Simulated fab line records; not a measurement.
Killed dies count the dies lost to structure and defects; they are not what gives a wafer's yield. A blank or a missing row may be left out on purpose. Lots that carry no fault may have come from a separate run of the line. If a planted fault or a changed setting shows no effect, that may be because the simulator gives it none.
fab line records -- flow nandHarc
record: lots: 11, wafers: 33, lastDay: 24
route steps=1159 shown P_M2@331 END@1159
lots that met no fault: taken from a fault-free run of the same line
startH: hours from the record's opening day to when the first of the lot's shown wafers began -- waitH: how many hours have passed since the lot's step before this one -- " the same as in the row above -- L1.1+2: a row that stands for several wafers -- - value missing, or start not given -- * or withheld: withheld -- < > ~ a bound
route shown NAME@n: NAME is a module with steps in the file, n the number in the route of the first one -- usual: mean/standard deviation of fault-free wafers -- same: alike in all rows -- chamber/n: place in a boat -- sites: readings site by site -- _std_site: standard deviation of those values -- _edge_site: the outer-site mean with the inner-site mean subtracted -- radiusMm: how far each site lies from the wafer's centre -- mask NAME#n: copy n -- behind: the most recent tool/chamber to have shaped the wafer -- hold: what put the lot on hold/how long, in hours/how the hold closed -- device: transistor that didn't switch, given as n, p or np -- end of line: tests of these same wafers at the route's end -- for a step that has no rows: nothing shown but its recipe -- killed: not the wafer's yield, but the dies lost to structure and defects at the first sort -- map: the dies of a wafer, with x for killed, . for not killed, _ for no die there
set.NAME: the run value of the setting; set.NAME@STEP: its run value at that earlier step -- model.NAME: the simulator's own value behind a step, which no gauge read
the route's steps for a sample of lots (tables are steps, rows are wafers)
services: from which hour (startH, from the record's first day; less than 0 if before it) a tool's chamber was out of use, for how many hours, and why
== steps ==
step: NHARC_P_M2_DESCUM_14
recipe: timeS: 3, o2FlowSccm: 200, arFlowSccm: 0, biasPowerW: 0, chemistry: O2
usual: drypumpMotorCurrentA: 5.98/0.3, oesProductAu: 1.003/0.0061, rfVppV: 57.7/0.9, showerheadPlenumPTorr: 1.90/0.085, throttleValvePct: 11.310/0.0088
lot.wafer,tool,chamber,startH,waitH,drypumpMotorCurrentA,oesProductAu,rfHoursCounterH,rfVppV,showerheadPlenumPTorr,throttleValvePct
L237.2,rieDiel-03,0,125.94,0.1,6.02,1.006,14,56.7,1.91,11.297
L237.4,rieDiel-03,1,125.94,0.1,5.72,0.999,14,56.9,2.02,11.310
L237.5,rieDiel-03,3,125.94,0.1,6.54,0.997,-,57.7,1.90,11.323
L241.3,rieDiel-04,3,142.28,0.1,5.84,1.007,1,56.5,2.04,11.302
L241.4,rieDiel-04,1,142.28,0.1,5.65,0.997,1,57.6,1.91,11.305
L241.5,rieDiel-04,0,142.28,0.1,6.25,0.998,-,57.9,1.79,11.316
L240.2,rieDiel-08,0,143.13,0.1,5.95,1.010,2,58.7,2.00,11.319
L240.1,rieDiel-08,2,143.13,0.1,5.70,1.002,2,56.3,1.80,11.310
L240.4,rieDiel-08,3,143.13,0.1,4.85,1.011,2,58.4,1.82,11.306
L243.3,rieDiel-03,3,163.48,0.1,6.50,1.000,20,58.7,1.90,11.288
L243.4,rieDiel-03,0,163.48,0.1,5.99,1.001,20,57.4,1.91,11.301
L243.5,rieDiel-03,0,163.48,0.1,6.01,1.003,-,58.4,1.91,11.321
L246.3,rieDiel-04,3,183.34,0.1,5.82,1.003,2,58.5,2.04,11.311
L246.1,rieDiel-04,2,183.34,0.1,6.24,0.999,2,56.6,1.90,11.324
L246.5,rieDiel-04,0,183.34,0.1,6.25,1.005,-,56.3,1.79,11.306
L245.4,rieDiel-04,0,183.64,0.1,6.25,1.006,2,58.2,1.79,11.297
L245.3,rieDiel-04,2,183.64,0.1,6.22,1.012,2,58.8,1.90,11.311
L245.6,rieDiel-04,0,183.64,0.1,6.25,1.004,-,57.1,1.79,11.308
L247.3,rieDiel-04,0,193.27,0.1,6.23,0.997,3,57.1,1.79,11.310
L247.1,rieDiel-04,2,193.27,0.1,6.23,1.004,2,57.0,1.90,11.290
L247.6,rieDiel-04,2,193.27,0.1,6.21,1.009,-,58.0,1.90,11.300
L248.4,rieDiel-04,0,199.83,0.1,6.22,1.002,3,57.4,1.79,11.322
L248.3,rieDiel-04,1,199.83,0.1,5.68,1.008,3,57.9,1.91,11.301
L248.5,rieDiel-04,2,199.83,0.1,6.23,1.006,-,58.0,1.90,11.328
L255.3,rieDiel-04,3,232.84,0.1,5.79,1.003,4,57.0,2.04,11.301
L255.1,rieDiel-04,1,232.84,0.1,5.64,1.002,4,57.6,1.91,11.311
L255.5,rieDiel-04,0,232.84,0.1,6.21,1.001,-,56.7,1.78,11.304
L254.1,rieDiel-04,3,236.27,0.1,5.82,1.000,4,57.2,2.04,11.303
L254.2,rieDiel-04,0,236.27,0.1,6.23,1.012,5,58.3,1.79,11.303
L254.5,rieDiel-04,1,236.27,0.1,5.64,1.000,-,57.1,1.91,11.309
L256.1,rieDiel-04,1,238.36,0.1,5.67,0.990,4,58.7,1.91,11.316
L256.2,rieDiel-04,2,238.36,0.1,6.21,0.995,5,55.8,1.90,11.309
L256.6,rieDiel-04,0,238.36,0.1,6.23,0.996,-,55.6,1.79,11.302
step: NHARC_P_M2_STRIP_18
recipe: powerW: 1000, n2FlowSccm: 150, h2FlowSccm: 150, arFlowSccm: 0, biasW: 0, chemistry: N2/H2
usual: drypumpMotorCurrentA: 6.02/0.29, h2FlowSccm: 150.0/0.46, oesProductAu: 1.000/0.0069, rfVppV: 90.6/1.1, showerheadPlenumPTorr: 2.03/0.096, throttleValvePct: 14.173/0.0089
lot.wafer,tool,chamber,startH,waitH,drypumpMotorCurrentA,h2FlowSccm,oesProductAu,rfHoursCounterH,rfVppV,showerheadPlenumPTorr,throttleValvePct
L237.2,rieDiel-04,0,126.30,0.1,6.25,150.4,1.002,0,89.9,1.90,14.168
L237.4,rieDiel-04,3,126.30,0.1,5.84,150.1,1.006,0,90.5,2.18,14.158
L237.5,rieDiel-04,1,126.30,0.1,5.65,150.4,1.008,-,89.5,2.03,14.175
L241.3,rieDiel-04,0,142.69,0.1,6.26,149.6,0.980,1,88.3,1.90,14.172
L241.4,rieDiel-04,1,142.69,0.1,5.66,149.8,0.998,1,90.9,2.03,14.159
L241.5,rieDiel-04,0,142.69,0.1,6.24,149.9,0.996,-,89.3,1.90,14.176
L240.4,rieDiel-04,3,143.50,0.1,5.84,150.1,1.006,1,91.4,2.18,14.171
L240.1,rieDiel-04,1,143.50,0.1,5.59,149.7,1.004,1,89.3,2.03,14.168
L240.2,rieDiel-04,2,143.50,0.1,6.23,149.8,1.004,1,91.1,2.03,14.186
L243.3,rieDiel-03,3,163.86,0.1,6.56,150.0,1.001,20,91.0,2.03,14.163
L243.4,rieDiel-03,2,163.86,0.1,6.18,149.5,0.984,20,90.1,1.91,14.169
L243.5,rieDiel-03,3,163.86,0.1,6.58,150.6,0.993,-,90.7,2.03,14.166
L246.1,rieDiel-03,3,183.77,0.1,6.54,149.3,1.007,25,91.3,2.03,14.187
L246.3,rieDiel-03,0,183.77,0.1,6.02,149.3,1.006,24,91.6,2.03,14.177
L246.5,rieDiel-03,2,183.77,0.1,6.18,149.5,1.005,-,88.8,1.91,14.155
L245.3,rieDiel-04,2,184.05,0.1,6.23,150.9,0.992,2,90.1,2.03,14.179
L245.6,rieDiel-04,1,184.05,0.1,5.70,149.4,1.001,-,89.7,2.03,14.158
L245.4,rieDiel-04,0,184.05,0.1,6.23,149.7,0.996,-,89.9,1.90,14.169
L247.1,rieDiel-04,1,193.69,0.1,5.67,150.0,1.005,2,88.6,2.03,14.177
L247.3,rieDiel-04,0,193.69,0.1,6.24,149.6,0.992,3,88.6,1.90,14.174
L247.6,rieDiel-04,1,193.69,0.1,5.66,150.2,0.987,-,90.6,2.03,14.189
L248.3,rieDiel-04,1,200.24,0.1,5.60,149.7,0.994,3,89.5,2.03,14.168
L248.4,rieDiel-04,2,200.24,0.1,6.25,150.9,1.008,3,91.3,2.03,14.180
L248.5,rieDiel-04,3,200.24,0.1,5.83,150.1,1.003,-,90.9,2.18,14.173
L255.3,rieDiel-04,0,233.25,0.1,6.22,150.1,1.014,4,88.3,1.90,14.180
L255.1,rieDiel-04,2,233.25,0.1,6.22,149.5,1.016,4,91.0,2.02,14.177
L255.5,rieDiel-04,0,233.25,0.1,6.23,149.5,1.004,-,90.7,1.90,14.171
L254.2,rieDiel-04,3,236.70,0.1,5.82,149.4,0.995,4,92.1,2.18,14.166
L254.1,rieDiel-04,0,236.70,0.1,6.24,149.4,1.002,5,90.2,1.90,14.171
L254.5,rieDiel-04,2,236.70,0.1,6.23,149.5,1.009,-,92.4,2.03,14.162
L256.1,rieDiel-04,2,238.73,0.1,6.22,150.4,0.998,5,91.1,2.02,14.172
L256.2,rieDiel-04,3,238.73,0.1,5.84,149.3,0.999,4,91.5,2.18,14.162
L256.6,rieDiel-04,3,238.73,0.1,5.87,150.4,0.998,-,91.7,2.18,14.170
step: NHARC_P_M2_ETCH_28
recipe: targetDepthA: 300, overEtchFrac: 0.3, timeS: 72.99, ionEnergyEv: 150, cf4FlowSccm: 50, n2FlowSccm: 100, arFlowSccm: 150, rfW: 300, biasW: 100, chemistry: CF4/N2
usual: drypumpMotorCurrentA: 6.00/0.3, oesProductAu: 1.001/0.0066, rfVppV: 314.0/2.1, showerheadPlenumPTorr: 2.61/0.11, throttleValvePct: 19.795/0.0086
lot.wafer,tool,chamber,startH,waitH,drypumpMotorCurrentA,oesProductAu,rfHoursCounterH,rfVppV,showerheadPlenumPTorr,throttleValvePct
L237.2,rieDiel-04,0,126.54,-,6.24,0.994,0,312.3,2.46,19.801
L237.4,rieDiel-04,1,126.54,-,5.69,0.999,0,312.8,2.62,19.794
L237.5,rieDiel-04,0,126.54,-,6.24,1.006,-,310.6,2.46,19.804
L241.4,rieDiel-04,1,142.91,-,5.67,0.998,1,315.9,2.62,19.781
L241.3,rieDiel-04,2,142.91,-,6.23,0.996,1,314.6,2.61,19.793
L241.5,rieDiel-04,0,142.91,-,6.23,1.001,-,311.7,2.46,19.795
L240.4,rieDiel-04,2,143.75,-,6.23,0.996,1,313.8,2.61,19.801
L240.1,rieDiel-04,3,143.75,-,5.83,0.999,1,316.4,2.79,19.787
L240.2,rieDiel-04,0,143.75,-,6.24,0.992,1,312.0,2.46,19.793
L243.4,rieDiel-03,0,164.11,-,6.02,1.003,20,314.8,2.62,19.792
L243.3,rieDiel-03,3,164.11,-,6.49,1.002,21,312.9,2.61,19.795
L243.5,rieDiel-03,1,164.11,-,5.70,0.996,-,315.6,2.76,19.776
L246.1,rieDiel-03,1,183.96,-,5.73,0.991,24,316.2,2.76,19.801
L246.3,rieDiel-03,3,183.96,-,6.53,0.997,25,312.6,2.61,19.787
L246.5,rieDiel-03,1,183.96,-,5.70,0.985,-,316.5,2.76,19.793
L245.3,rieDiel-04,1,184.31,-,5.66,0.995,2,313.7,2.62,19.791
L245.4,rieDiel-04,1,184.31,-,5.64,0.986,-,314.2,2.62,19.801
L245.6,rieDiel-04,0,184.31,-,6.23,0.998,-,309.4,2.46,19.797
L247.1,rieDiel-04,0,194.41,-,6.25,0.997,3,310.6,2.46,19.780
L247.3,rieDiel-04,1,194.41,-,5.69,1.002,2,313.9,2.62,19.812
L247.6,rieDiel-04,0,194.41,-,6.24,1.011,-,312.5,2.46,19.795
L248.4,rieDiel-04,3,200.43,-,5.82,0.997,2,316.4,2.79,19.796
L248.3,rieDiel-04,1,200.43,-,5.66,1.009,3,313.6,2.62,19.800
L248.5,rieDiel-04,3,200.43,-,5.82,1.009,-,317.3,2.79,19.790
L255.3,rieDiel-04,0,233.47,-,6.25,1.007,4,310.6,2.46,19.793
L255.1,rieDiel-04,2,233.47,-,6.23,1.000,4,315.1,2.61,19.792
L255.5,rieDiel-04,3,233.47,-,5.82,0.834,-,316.9,2.79,19.802
L254.1,rieDiel-04,3,236.92,-,5.87,0.995,4,316.4,2.79,19.789
L254.2,rieDiel-04,1,236.92,-,5.65,0.845,4,314.2,2.62,19.803
L254.5,rieDiel-04,0,236.92,-,6.23,0.844,-,311.7,2.46,19.781
L256.1,rieDiel-04,0,238.98,-,6.22,1.006,5,311.7,2.46,19.783
L256.2,rieDiel-04,1,238.98,-,5.66,0.840,4,314.0,2.62,19.794
L256.6,rieDiel-04,3,238.98,-,5.81,1.008,-,317.5,2.79,19.791
step: NHARC_P_M2_DEGAS_29
recipe: tempC: 250, timeS: 60
usual: heaterPowerW: 343/23
lot.wafer,tool,chamber,startH,waitH,heaterPowerW
L237.4,pvdSputter-01,-,126.95,-,342
L237.2,pvdSputter-01,-,126.95,-,306
L237.5,pvdSputter-01,-,126.95,-,340
L241.4,pvdSputter-03,-,143.30,-,326
L241.3,pvdSputter-03,-,143.30,-,353
L241.5,pvdSputter-03,-,143.30,-,380
L240.4,pvdSputter-03,-,144.16,-,348
L240.2,pvdSputter-03,-,144.16,-,320
L240.1,pvdSputter-03,-,144.16,-,376
L243.3,pvdSputter-03,-,164.52,-,351
L243.4,pvdSputter-03,-,164.52,-,342
L243.5,pvdSputter-03,-,164.52,-,371
L246.1,pvdSputter-01,-,184.36,-,329
L246.3,pvdSputter-01,-,184.36,-,358
L246.5,pvdSputter-01,-,184.36,-,302
L245.4,pvdSputter-02,-,184.72,-,363
L245.3,pvdSputter-02,-,184.72,-,377
L245.6,pvdSputter-02,-,184.72,-,316
L247.1,pvdSputter-01,-,194.83,-,339
L247.3,pvdSputter-01,-,194.83,-,344
L247.6,pvdSputter-01,-,194.83,-,303
L248.3,pvdSputter-02,-,200.85,-,325
L248.4,pvdSputter-02,-,200.85,-,388
L248.5,pvdSputter-02,-,200.85,-,320
L255.3,pvdSputter-01,-,233.88,-,305
L255.1,pvdSputter-01,-,233.88,-,333
L255.5,pvdSputter-01,-,233.88,-,330
L254.1,pvdSputter-02,-,237.32,-,347
L254.2,pvdSputter-02,-,237.32,-,333
L254.5,pvdSputter-02,-,237.32,-,340
L256.1,pvdSputter-02,-,239.37,-,366
L256.2,pvdSputter-02,-,239.37,-,330
L256.6,pvdSputter-02,-,239.37,-,324
step: NHARC_END_SORT_01
recipe: tempC: 25
usual: defectLimitedYield: 95.4/1.6, killedAtArray: 27/11, killedAtOther: 0.8/1.4, killedAtPeriphery: 3.3/2, killedDies: 31/11, killedOpen: 3.4/1.8, killedShort: 2.1/1.3, sort_bin_2_pct: 1.4/0.7, sort_bin_3_pct: 0.24/0.21, sort_bin_4_pct: 2.9/1, sortNPass: 646/11, sortRimYieldPct: 95.4/2.8, sortYieldPct: 95.4/1.6
same: grossDies: 677, sort_bin_5_pct[%]: 0, sort_bin_6_pct[%]: 0, sort_bin_7_pct[%]: 0, sort_bin_8_pct[%]: 0, sortRimNGross: 106.00
lot.wafer,tool,chamber,startH,waitH,defectLimitedYield[%],killedAtArray,killedAtOther,killedAtPeriphery,killedDies,killedOpen,killedShort,sort_bin_2_pct[%],sort_bin_3_pct[%],sort_bin_4_pct[%],sortNPass,sortRimYieldPct[%],sortYieldPct[%]
L237.2,prober-01,0,454.37,2.8,96.2,20,0,6,26,4,3,1.9,0.15,1.8,651,94.3,96.2
L237.4,prober-01,0,455.97,3.4,95.7,27,0,2,29,3,2,1.2,0.15,3.0,648,97.2,95.7
L237.5,prober-01,0,456.78,3.7,95.6,28,0,2,30,3,1,1.0,0.30,3.1,647,93.4,95.6
L243.3,prober-02,0,479.90,3.1,96.5,21,0,3,24,4,3,1.5,0.15,1.9,653,97.2,96.5
L243.4,prober-02,0,480.70,3.4,95.9,24,1,3,28,3,4,0.6,0.59,3.0,649,98.1,95.9
L243.5,prober-02,0,481.51,3.7,97.2,16,0,3,19,4,1,1.0,0.15,1.6,658,97.2,97.2
L246.1,prober-01,0,496.81,2.5,91.7,55,0,1,56,3,2,3.0,0.89,4.4,621,96.2,91.7
L246.3,prober-01,0,498.41,3.1,94.8,33,1,1,35,1,2,1.6,0.30,3.2,642,96.2,94.8
L246.5,prober-01,0,500.01,3.7,94.8,32,0,3,35,4,2,2.4,0.30,2.5,642,95.3,94.8
L245.3,prober-02,0,498.42,3.1,97.2,15,0,4,19,1,4,1.2,0.30,1.3,658,96.2,97.2
L245.4,prober-02,0,499.21,3.4,97.9,10,1,3,14,4,2,0.4,0,1.6,663,98.1,97.9
L245.6,prober-02,0,500.79,4.0,97.0,15,0,5,20,2,2,1.0,0,1.9,657,94.3,97.0
L247.1,prober-02,0,504.64,2.5,95.9,23,0,5,28,3,3,1.2,0.59,2.4,649,92.5,95.9
L247.3,prober-02,0,506.23,3.1,96.2,20,0,6,26,4,1,1.0,0.30,2.5,651,98.1,96.2
L247.6,prober-02,0,508.61,4.0,95.7,25,0,4,29,4,0,1.2,0,3.1,648,98.1,95.7
L256.1,prober-02,0,560.12,2.5,94.4,34,3,1,38,5,2,0.9,0.59,4.1,639,91.5,94.4
L256.2,prober-02,0,560.93,2.8,93.6,39,1,3,43,6,4,2.2,0.44,3.7,634,93.4,93.6
L256.6,prober-02,0,564.17,4.0,93.4,40,1,4,45,8,1,2.2,0,4.4,632,96.2,93.4
killed by level:class
L237.2 A_CHANNEL_HOLE_D1:chamberFilmFlake=12 A_SLIT:chamberFilmFlake=4 P_M2:chamberFilmFlake=2 P_GATE:geometricParticle:short=1 P_GATE:geometricParticle:open=1 P_CONTACT:geometricParticle:open=1 P_M1:geometricParticle:open=1 A_ONON_D1:geometricParticle:short=1
L237.4 A_CHANNEL_HOLE_D1:chamberFilmFlake=11 A_STAIRCASE:chamberFilmFlake=4 A_SLIT:chamberFilmFlake=4 A_CONTACT:chamberFilmFlake=3 P_M2:chamberFilmFlake=2 A_CHANNEL_FILL_D1:geometricParticle:open=1 A_STAIRCASE:geometricParticle:short=1 A_SGD_CUT:geometricParticle:open=1
L237.5 A_CHANNEL_HOLE_D1:chamberFilmFlake=11 A_STAIRCASE:chamberFilmFlake=6 A_SLIT:chamberFilmFlake=6 P_M0:geometricParticle:open=1 A_ONON_D1:geometricParticle:open=1 A_CHANNEL_FILL_D1:geometricParticle:short=1 A_M0:geometricParticle:open=1 P_STI:chamberFilmFlake=1
L243.3 A_CHANNEL_HOLE_D1:chamberFilmFlake=12 A_CONTACT:geometricParticle:open=2 A_CONTACT:chamberFilmFlake=2 P_CONTACT:geometricParticle:open=1 A_SOURCE_PLATE:geometricParticle:short=1 A_ONON_D1:geometricParticle:short=1 A_CONTACT:geometricParticle:short=1 A_BLC:geometricParticle:open=1
L243.4 A_CHANNEL_HOLE_D1:chamberFilmFlake=15 P_GATE:chamberFilmFlake=2 P_CONTACT:geometricParticle:short=1 A_WL_FILL:geometricParticle:open=1 A_CONTACT:geometricParticle:open=1 A_CONTACT:geometricParticle:short=1 A_BLC:geometricParticle:short=1 A_BLC:geometricParticle:open=1
L243.5 A_CHANNEL_HOLE_D1:chamberFilmFlake=9 A_CHANNEL_HOLE_D1:geometricParticle:open=2 A_ZERO_WELL:chamberFilmFlake=2 A_ONON_D1:geometricParticle:short=1 A_CHANNEL_FILL_D1:geometricParticle:open=1 A_M1:geometricParticle:open=1 P_STI:chamberFilmFlake=1 P_CONTACT:chamberFilmFlake=1
L246.1 A_CHANNEL_HOLE_D1:chamberFilmFlake=21 A_SLIT:chamberFilmFlake=15 A_WL_FILL:chamberFilmFlake=6 A_STAIRCASE:chamberFilmFlake=5 A_CHANNEL_FILL_D1:chamberFilmFlake=3 P_STI:geometricParticle:open=1 A_CHANNEL_FILL_D1:geometricParticle:short=1 A_SGD_CUT:geometricParticle:open=1
L246.3 A_SLIT:chamberFilmFlake=14 A_CHANNEL_HOLE_D1:chamberFilmFlake=8 A_STAIRCASE:chamberFilmFlake=6 A_WL_FILL:chamberFilmFlake=2 P_STI:geometricParticle:short=1 A_SGD_CUT:geometricParticle:short=1 STARTING-WAFER:geometricParticle:open=1 A_CHANNEL_FILL_D1:chamberFilmFlake=1
L245.3 A_CHANNEL_HOLE_D1:chamberFilmFlake=4 A_STAIRCASE:chamberFilmFlake=4 A_CONTACT:chamberFilmFlake=3 P_GATE:chamberFilmFlake=2 P_M0:geometricParticle:short=1 A_CHANNEL_FILL_D1:geometricParticle:short=1 A_SGD_CUT:geometricParticle:short=1 A_WL_FILL:geometricParticle:short=1
L245.4 A_CONTACT:chamberFilmFlake=3 P_GATE:chamberFilmFlake=2 A_CHANNEL_HOLE_D1:chamberFilmFlake=2 P_GATE:geometricParticle:short=1 A_ONON_D1:geometricParticle:open=1 A_CHANNEL_HOLE_D1:geometricParticle:open=1 A_WL_FILL:geometricParticle:open=1 A_CONTACT:geometricParticle:open=1
L246.5 A_SLIT:chamberFilmFlake=13 A_CHANNEL_HOLE_D1:chamberFilmFlake=8 A_STAIRCASE:chamberFilmFlake=4 A_CHANNEL_FILL_D1:chamberFilmFlake=2 P_STI:geometricParticle:short=1 P_GATE:geometricParticle:short=1 P_M0:geometricParticle:open=1 A_SOURCE_PLATE:geometricParticle:open=1
L245.6 A_CONTACT:chamberFilmFlake=5 A_STAIRCASE:chamberFilmFlake=4 A_CHANNEL_HOLE_D1:chamberFilmFlake=3 P_GATE:geometricParticle:short=1 P_CONTACT:geometricParticle:short=1 P_M2:geometricParticle:open=1 P_GATE:chamberFilmFlake=1 A_M1:geometricParticle:open=1
L247.1 A_SLIT:chamberFilmFlake=8 P_BONDPAD:chamberFilmFlake=4 A_CONTACT:chamberFilmFlake=3 A_CONTACT:geometricParticle:open=2 A_CHANNEL_HOLE_D1:chamberFilmFlake=2 A_CHANNEL_HOLE_D1:geometricParticle:short=1 A_WL_FILL:geometricParticle:open=1 A_CONTACT:geometricParticle:short=1
L247.3 A_SLIT:chamberFilmFlake=6 P_BONDPAD:chamberFilmFlake=5 A_SGD_CUT:chamberFilmFlake=4 A_M0:geometricParticle:open=2 A_CHANNEL_HOLE_D1:chamberFilmFlake=2 A_CONTACT:chamberFilmFlake=2 A_SOURCE_PLATE:geometricParticle:short=1 A_CONTACT:geometricParticle:open=1
L247.6 A_SLIT:chamberFilmFlake=13 P_BONDPAD:chamberFilmFlake=3 A_SGD_CUT:chamberFilmFlake=3 A_CONTACT:geometricParticle:open=2 A_CONTACT:chamberFilmFlake=2 P_GATE:geometricParticle:open=1 A_M1:geometricParticle:open=1 A_CHANNEL_HOLE_D1:chamberFilmFlake=1
L256.1 A_SLIT:chamberFilmFlake=14 A_CONTACT:chamberFilmFlake=9 A_CHANNEL_HOLE_D1:chamberFilmFlake=5 A_M0:geometricParticle:open=2 THIN_TSV:chamberFilmFlake=2 A_SGD_CUT:geometricParticle:open=1 A_SGD_CUT:geometricParticle:short=1 A_WL_FILL:geometricParticle:open=1
L256.2 A_SLIT:chamberFilmFlake=18 A_CONTACT:chamberFilmFlake=8 A_CHANNEL_HOLE_D1:chamberFilmFlake=5 A_CONTACT:geometricParticle:open=2 P_CONTACT:geometricParticle:short=1 P_M2:geometricParticle:short=1 A_ONON_D1:geometricParticle:short=1 A_CHANNEL_HOLE_D1:geometricParticle:short=1
L256.6 A_CONTACT:chamberFilmFlake=14 A_SLIT:chamberFilmFlake=13 A_CHANNEL_HOLE_D1:chamberFilmFlake=5 A_WL_FILL:geometricParticle:open=4 P_GATE:chamberFilmFlake=2 P_CONTACT:geometricParticle:open=1 P_M2:geometricParticle:open=1 A_SOURCE_PLATE:geometricParticle:open=1
== services ==
tool,chamber,startH,hours,kind
pvdSputter-03,-,102.00,10.0,pm
rieDiel-04,3,109.41,4.2,repair
rieDiel-04,-,111.90,9.0,pm
rieDiel-04,0,111.90,9.0,ventCycle
rieDiel-04,1,111.90,9.0,ventCycle
rieDiel-04,2,111.90,9.0,ventCycle
pvdSputter-01,-,122.65,1.6,repair
rieDiel-08,-,124.80,9.0,pm
pvdSputter-03,-,127.02,8.8,repair
rieDiel-04,-,132.18,0.6,repair
pvdSputter-01,-,150.90,3.5,repair
pvdSputter-01,-,158.00,10.0,pm
rieDiel-03,2,167.77,5.8,repair
pvdSputter-02,-,170.59,4.0,repair
pvdSputter-01,-,174.45,6.7,repair
rieDiel-03,-,177.99,0.4,repair
rieDiel-03,-,180.99,1.2,repair
rieDiel-04,3,183.92,15.8,repair
rieDiel-04,1,186.55,5.8,repair
pvdSputter-03,-,191.86,2.5,repair
pvdSputter-02,-,209.49,1.5,repair
pvdSputter-02,-,214.00,10.0,pm
rieDiel-03,-,215.30,9.0,pm
rieDiel-08,0,239.25,15.5,repair
== key ==
firstSign: step: NHARC_P_M2_ETCH_28, reading: oesProductAu, direction: down, sigmas: 24, usual: 1.001, struck: 0.840
effect none on later readings
metAt NHARC_P_M2_ETCH_28
struckLots L254,L255,L256
struckWafers L254.2,L254.5,L255.5,L256.2
notActingAt NHARC_P_M2_DESCUM_14,NHARC_P_M2_STRIP_18,NHARC_P_M2_DEGAS_29
onsetBetween 200.43 233.47
fault: kind: processParameterDrift, tool: rieDiel-04, chamber: -, onsetH: 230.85, steps: NHARC_P_M2_ETCH_28, channel: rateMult, offset: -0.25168, shape: step, endH: 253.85, scope: struckWafersOnly
